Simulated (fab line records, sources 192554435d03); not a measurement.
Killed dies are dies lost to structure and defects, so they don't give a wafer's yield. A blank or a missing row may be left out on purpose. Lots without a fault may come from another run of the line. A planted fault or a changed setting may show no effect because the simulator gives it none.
One fault seen from 2 desks | flow n5_finfet | each desk has only its own numbers; what lay behind them comes last

THE TOOL OWNER'S DESK: litho_track-05
The tool's own readings at N5_BEOL_M0_SAQP_COAT_105 (time 60 s, resist thk 100 nm): means of the sampled wafers that have a number, for each lot that ran on this tool. A lot is out of limits, marked OUT, if its mean lies more than 4 standard deviations from the usual mean; the brackets give that distance.
Columns: A = dispense_pressure_kPa at N5_BEOL_M0_SAQP_COAT_105, usual 49 kPa; B = spin_speed_rpm at N5_BEOL_M0_SAQP_COAT_105, usual 1500.0 rpm
lot  | first seen here | A  | B
L961 | day 8 17:09     | 41 | 1499.9
L963 | day 9 07:59     | 41 | 1218.3 (-99 or more) OUT
L964 | day 9 09:04     | 41 | 1218.0 (-99 or more) OUT
This desk's finding: out of limits on L963, L964; first on L963, day 9 07:59 (spin_speed_rpm at N5_BEOL_M0_SAQP_COAT_105). In limits: L961.

THE METROLOGY DESK
What the gauges read, lot by lot, whatever tool the lot ran on: means of the sampled wafers that have a number. A lot is out of limits, marked OUT, if its mean lies more than 4 standard deviations from the usual mean; the brackets give that distance. Of its 11 readings 7 are shown: those that lie furthest out on some lot.
Columns: A = DIBL_P at N5_BEOL_M4_RC_MEAS_101, usual 36.9 mV/V; B = IOFF_N at N5_BEOL_M4_RC_MEAS_101, usual 0.163 nA/um; C = IOFF_P at N5_BEOL_M4_RC_MEAS_101, usual 0.22 nA/um; D = ION_N at N5_BEOL_M4_RC_MEAS_101, usual 673 uA/um; E = ION_P at N5_BEOL_M4_RC_MEAS_101, usual 462 uA/um; F = SS_N at N5_BEOL_M4_RC_MEAS_101, usual 71.6 mV/dec; G = VT_P at N5_BEOL_M4_RC_MEAS_101, usual -250 mV
lot  | first seen here | A    | B     | C    | D   | E   | F    | G
L956 | day 7 09:38     | 36.1 | 0.159 | 0.19 | 672 | 457 | 71.9 | -253
L961 | day 8 16:31     | 35.9 | 0.152 | 0.21 | 674 | 463 | 71.0 | -251
L963 | day 9 07:15     | 39.1 | 0.189 | 0.26 | 680 | 473 | 71.5 | -246
L964 | day 9 08:21     | 37.4 | 0.172 | 0.22 | 684 | 468 | 71.6 | -250
L966 | day 10 00:27    | 38.4 | 0.173 | 0.22 | 678 | 464 | 71.9 | -250
L972 | day 11 06:59    | 34.9 | 0.164 | 0.23 | 668 | 462 | 71.6 | -249
This desk's finding: nothing out of limits on any of the 6 lots.

PUT TOGETHER
The tool owner's desk could have raised an alarm at day 9 07:59, on L963, L964.
The metrology desk saw nothing out of limits.
The metrology desk has L963, L964 on record, within its limits.
Of the lots named, all ran N5_BEOL_M0_SAQP_COAT_105 on litho_track-05.

WHAT THE SIMULATOR HAD PUT IN
Process parameter drift: litho_track-05, from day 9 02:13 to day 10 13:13, at N5_BEOL_M0_SAQP_COAT_105. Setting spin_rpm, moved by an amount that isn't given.
Lots struck among those shown: L963, L964.
Hours from the fault's start to each desk's first reading out of limits: the tool owner's desk, 6.
